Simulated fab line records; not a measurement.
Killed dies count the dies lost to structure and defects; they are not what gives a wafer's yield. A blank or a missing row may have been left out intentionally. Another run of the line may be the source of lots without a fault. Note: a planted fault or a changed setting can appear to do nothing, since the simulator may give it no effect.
Chamber matching / flow n5-finfet / N5_BEOL_M14_ETCH_67 on rie-diel-01 has 4 sister chambers
The step etches SiARC in CF4, target depth 143 nm, time 238.3 s. 4 wafers are shown with their chamber, then 11 later ones without.

WAFERS, EACH WITH ITS CHAMBER
wafer=L074.4; chamber=0; showerhead-plenum-p-Torr (Torr)=2.14
wafer=L074.5; chamber=2; showerhead-plenum-p-Torr (Torr)=2.20
wafer=L074.6; chamber=1; showerhead-plenum-p-Torr (Torr)=2.15
wafer=L085.2; chamber=3; showerhead-plenum-p-Torr (Torr)=2.21

WAFERS WITHOUT THEIR CHAMBER
wafer=L085.3; showerhead-plenum-p-Torr (Torr)=2.20
wafer=L085.6; showerhead-plenum-p-Torr (Torr)=2.21
wafer=L088.2; showerhead-plenum-p-Torr (Torr)=2.14
wafer=L088.3; showerhead-plenum-p-Torr (Torr)=2.19
wafer=L088.5; showerhead-plenum-p-Torr (Torr)=2.14
wafer=L091.3; showerhead-plenum-p-Torr (Torr)=2.13
wafer=L091.5; showerhead-plenum-p-Torr (Torr)=2.14
wafer=L091.6; showerhead-plenum-p-Torr (Torr)=2.19
wafer=L093.1; showerhead-plenum-p-Torr (Torr)=2.14
wafer=L093.2; showerhead-plenum-p-Torr (Torr)=2.13
wafer=L093.4; showerhead-plenum-p-Torr (Torr)=2.14

EACH ONE'S CHAMBER
wafer=L085.3; from the rows above=can't be placed: 2 or 3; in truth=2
wafer=L085.6; from the rows above=can't be placed: 3 or 2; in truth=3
wafer=L088.2; from the rows above=can't be placed: 0 or 1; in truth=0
wafer=L088.3; from the rows above=can't be placed: 2 or 3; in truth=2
wafer=L088.5; from the rows above=can't be placed: 0 or 1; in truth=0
wafer=L091.3; from the rows above=can't be placed: 0 or 1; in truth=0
wafer=L091.5; from the rows above=can't be placed: 0 or 1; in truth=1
wafer=L091.6; from the rows above=can't be placed: 2 or 3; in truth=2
wafer=L093.1; from the rows above=can't be placed: 0 or 1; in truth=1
wafer=L093.2; from the rows above=can't be placed: 0 or 1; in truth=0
wafer=L093.4; from the rows above=can't be placed: 0 or 1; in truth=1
Correctly placed: 0 of 11. Can't be placed from these rows: 11 (the true chamber is among the candidates in 11). Placed wrongly: 0.
How it was worked out, from the rows above alone: a wafer's distance from a chamber is the root of the sum, over the readings, of the square of ((its reading less the chamber's mean) divided by the reading's scatter). If the next closest chamber is less than 2 further off than the closest, the wafer can't be placed; otherwise it belongs to the closest. For every chamber, the mean is computed from those of its wafers that are shown. The scatter: with one shown wafer a chamber, the root of the mean of the squares of how far each hidden wafer lies from its nearest shown one.
